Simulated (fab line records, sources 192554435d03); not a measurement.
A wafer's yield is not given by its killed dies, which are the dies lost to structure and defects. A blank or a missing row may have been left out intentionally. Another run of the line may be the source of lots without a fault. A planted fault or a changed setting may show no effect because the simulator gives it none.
Matching of chambers -- flow n5 finfet -- N5_BEOL_M4_PRE_CLEAN_60 on cvd co-01: 3 sister chambers
The step time 15 s. 3 wafers are shown with their chamber, then 8 later ones without.

== WAFERS, EACH WITH ITS CHAMBER ==
wafer,chamber,heater power w (W)
L780.4,1,81
L780.5,0,97
L783.2,2,82

== WAFERS MISSING THEIR CHAMBER ==
wafer,heater power w (W)
L783.3,84
L783.4,88
L784.1,82
L784.3,85
L784.6,88
L787.1,96
L787.3,84
L787.5,85

== THE CHAMBER EACH PASSED THROUGH ==
wafer,from the rows above,in truth
L783.3,can't be placed: 2 or 1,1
L783.4,can't be placed: 2 or 1 or 0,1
L784.1,can't be placed: 2 or 1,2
L784.3,can't be placed: 2 or 1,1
L784.6,can't be placed: 2 or 1 or 0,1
L787.1,0,0
L787.3,can't be placed: 2 or 1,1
L787.5,can't be placed: 2 or 1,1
Placed correctly: 1 of 8. From these rows, 7 cannot be placed; in 7 the true chamber is one of the candidates. 0 placed wrongly.
How it was worked out, from the rows above alone: a wafer's distance from a chamber is the root of the sum, over the readings, of the square of ((its reading less the chamber's mean) divided by the reading's scatter). If the next closest chamber is less than 2 further off than the closest, the wafer can't be placed; otherwise it belongs to the closest. Each chamber's mean is taken over the wafers shown for it. The scatter (one wafer shown for each chamber): square how far every hidden wafer sits from the nearest shown wafer, average those squares and take the square root.
